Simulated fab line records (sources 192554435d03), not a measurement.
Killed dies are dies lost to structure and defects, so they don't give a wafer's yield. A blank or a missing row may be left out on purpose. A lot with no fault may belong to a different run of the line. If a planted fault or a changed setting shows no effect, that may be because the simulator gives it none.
Problem report, 8D (eight disciplines) form, completed by code	flow n5 finfet	the parts of the form that need people (team, actions taken, sign-off) are left out

## 1. THE PROBLEM
killed_at_M4_up at N5_PASSIVATION_PROBE_49 reads a mean of 403 on 4 wafers of 2 lots; wafers without a fault read 14 with a standard deviation of 5.4. Relative to the usual mean, that is a shift of +72 standard deviations.
Earliest sighting: wafer L964.1 on prober-02 at day 15 22:01. The record has a number at this step for 6 wafers belonging to 2 lots. By rule, "out" or "out of limits" means more than 4 standard deviations away from the usual mean. The rest of the wafers with a number are treated as sound.

## 2. WHAT THIS IS AND IS NOT
question	is	is not
which readings at this step	killed_at_M4_up, defect limited yield, killed dies, killed on rim, sort_bin_5_function, sort_bin_6_memory, sort n pass, sort yield pct	killed_at_M0_to_M3, killed at contacts, killed at front end, killed at other, killed short, sort_bin_8_speed
which lots	L964, L966	-
which wafers of those lots	L964.1, L964.3, L964.6, L966.2	L966.1, L966.6
read on which tools	prober-01, prober-02	-
when	from day 15 22:01	up to then (0 sound wafers); but 2 sound wafers of L966 came after

## 3. SUSPECTS, AND WHAT RULES EACH OUT
Counting: any tool at a process step up to the reading remains a suspect provided it ran every lot that is out. Sound lots after the first of them don't rule it out here, since some wafers of a struck lot are sound.
- ecd cu-01 at N5_BEOL_M6_ECD_50 (material Cu, target thk 300 nm): kept. It ran every lot that is out, first L964 (day 12 13:44).
- rtp anneal-02 at N5_BEOL_M15_ANNEAL_48 (time 90 s): kept. It ran every lot that is out, first L964 (day 15 06:37).
After counting, ecd cu-01 at N5_BEOL_M6_ECD_50 and rtp anneal-02 at N5_BEOL_M15_ANNEAL_48 remain.

## 4. THE CAUSE (what the simulator had put in)
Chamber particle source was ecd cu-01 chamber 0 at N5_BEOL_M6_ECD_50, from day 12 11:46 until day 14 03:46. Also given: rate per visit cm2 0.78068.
Counting left 2 suspects, and this tool is among them.

## 5. THE EFFECT CHAIN, in route order
Rows list readings where the struck wafers' mean (over those with a number) sits beyond 3 standard deviations from the usual. Only readings whose record carries a usual standard deviation are examined. hours: median over the lots of the time between each lot's start at the first step of this table that gives one and its start at this step. sigmas: the change, counted in usual standard deviations.
hours	step	reading	usual	on struck wafers	change	sigmas
0	N5_PASSIVATION_PROBE_49	defect limited yield	91.3 %	60.5	-30.8	-22
0	N5_PASSIVATION_PROBE_49	killed_at_M4_up	14	403	+389	+72
0	N5_PASSIVATION_PROBE_49	killed dies	103	466	+363	+21
0	N5_PASSIVATION_PROBE_49	killed on rim	13	58	+46	+11
0	N5_PASSIVATION_PROBE_49	sort_bin_5_function	5.1 %	24.5	+19.4	+22
0	N5_PASSIVATION_PROBE_49	sort_bin_6_memory	3.3 %	12.6	+9.3	+13
0	N5_PASSIVATION_PROBE_49	sort n pass	1077	714	-363	-21
0	N5_PASSIVATION_PROBE_49	sort yield pct	91.3 %	60.5	-30.8	-22
It contains these process steps:
- N5_PASSIVATION_PROBE_49

## 6. HOW IT WOULD HAVE BEEN CAUGHT EARLIER
82 hours passed between the start of the fault at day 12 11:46 and the first reading out of limits in this record, taken at day 15 22:01.
The start of N5_BEOL_M6_ECD_50 on ecd cu-01 came by day 15 22:01 for every one of the lots that are out (2). Had the tool been put on hold then, not one of them would have been saved.
